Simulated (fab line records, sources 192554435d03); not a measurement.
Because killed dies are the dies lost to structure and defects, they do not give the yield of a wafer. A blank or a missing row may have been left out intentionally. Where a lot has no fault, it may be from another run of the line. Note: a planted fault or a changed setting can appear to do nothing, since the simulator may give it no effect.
Comparing a struck lot with a sound one + flow n5-finfet + 15 out of 1938 route steps
Sound: wafers L310.2, L310.3, L310.5. The struck wafers were L296.3, L296.5, L296.6. The cause is given at the end.
For every step that has rows: the tool of each side, followed by ch and its chambers, followed by its first start. Under that, the readings that differ: sound wafers + struck wafers + difference of the means + sigmas: that difference in standard deviations of wafers without a fault.
alike: a reading whose means differ by less than 2 such deviations, as well as words and numbers matching on both sides. not compared: withheld readings; readings where some wafer has no value; bounds like >300 that might hide an equal value; numbers whose values overlap and for which the record gives no deviation.
Wherever a step has rows on one side only, a row that says differs or no value, or a row with sigmas, the two part there. Numbers that have no deviation but don't overlap get no sigmas and don't part them. Lack of a reading on every wafer of one side parts them only where that side has two or more wafers.

first, 5 steps without rows for these wafers: N5_BEOL_M14_SOFTBAKE_05 (time 60 s); N5_BEOL_M14_EXPOSE_07 (exposes mask V13); N5_BEOL_M14_PEB_08 (peb time 90 s); N5_BEOL_M14_DEVELOP_09 (develop time 45 s); N5_BEOL_M14_HARDBAKE_14 (time 120 s).
N5_BEOL_M14_CD_MEAS_10 targets a cd of 250 nm.
  sound on cd-sem-02 ch 0, day 16 14:38; struck on cd-sem-01 ch 0, day 12 16:37
  alike: cd-nm
N5_BEOL_M14_OVL_MEAS_11:
  sound on overlay-01 ch 0, day 16 14:40; struck on overlay-02 ch 0, day 12 16:38
  alike: V13_OVL
N5_BEOL_M14_INSPECT_12: inspects for defects (macro).
  sound on defect-inspect-02, day 16 14:41; struck on defect-inspect-02, day 12 16:40
  alike: raw-defect-count
N5_BEOL_M14_DESCUM_15: chemistry O2, time 7.9 s.
  sound on rie-diel-01 ch 1,3, day 16 14:43; struck on rie-diel-01 ch 2,3, day 12 16:43
  alike: drypump-motor-current-A, oes-product-au, rf-vpp-V, showerhead-plenum-p-Torr, throttle-valve-pct
  not compared: rf-hours-counter-h
N5_BEOL_M14_ETCH_59: etches BARC in N2/H2, target depth 89 nm, overetch 26.7 nm, time 67.9 s.
  sound on rie-diel-01 ch 1,3, day 16 14:45; struck on rie-diel-01 ch 2,3, day 12 16:46
  alike: drypump-motor-current-A, oes-product-au, rf-vpp-V, showerhead-plenum-p-Torr, throttle-valve-pct
  not compared: rf-hours-counter-h
N5_BEOL_M14_VIA_ETCH_16: etches SiO2 in C4F8/O2/Ar, target depth 1231.3 nm.
  sound on rie-diel-01 ch 1,3, day 16 14:48; struck on rie-diel-01 ch 2,3, day 12 16:49
  alike: O2_flow_sccm, drypump-motor-current-A, oes-product-au, rf-vpp-V, showerhead-plenum-p-Torr, throttle-valve-pct
N5_BEOL_M14_STRIP_63: strips in O2.
  sound: rie-diel-01 ch 1,3; struck: rie-diel-01 ch 2,3
  alike: chamber-pressure-mTorr, drypump-motor-current-A, oes-product-au, rf-vpp-V, showerhead-plenum-p-Torr, throttle-valve-pct
  not compared: rf-hours-counter-h
N5_BEOL_M14_STRIP_64: strips in O2.
  sound on rie-diel-01 ch 1,3, day 16 15:00; struck on rie-diel-01 ch 2,3, day 12 17:00
  no value came back on the struck wafers for any of 7 readings (bias-power-w (W), chamber-pressure-mTorr (mTorr) and others); on the sound wafers bias-power-w (W) reads 0 0 0
| reading                                    | sound | struck         | difference | sigmas |
|--------------------------------------------|-------|----------------|------------|--------|
| model.BARC_of_BEOL_M14_COAT_58.thk-nm (nm) | 0 0 0 | 88.6 88.8 88.8 | +88.7      |        |
  not compared: rf-hours-counter-h
then, 1 step without rows for these wafers: N5_BEOL_M14_STRIP_71 (strips in post etch residue remover, time 60 s).
N5_PASSIVATION_PROBE_49:
  sound on prober-02, day 17 18:26; struck on prober-01, day 14 01:05
  alike: defect-limited-yield, killed_at_M0_to_M3, killed_at_M4_up, killed-at-contacts, killed-at-front-end, killed-at-other, killed-dies, killed-on-rim, killed-open, killed-short, sort_bin_5_function, sort_bin_6_memory, sort_bin_8_speed, sort-n-pass, sort-yield-pct

== WHERE THEY PART ==
At N5_BEOL_M14_STRIP_64 and nowhere else, as far as this record goes. Later steps at which nothing parts them and some readings are alike: N5_PASSIVATION_PROBE_49.

WHY: the cause the simulator had injected
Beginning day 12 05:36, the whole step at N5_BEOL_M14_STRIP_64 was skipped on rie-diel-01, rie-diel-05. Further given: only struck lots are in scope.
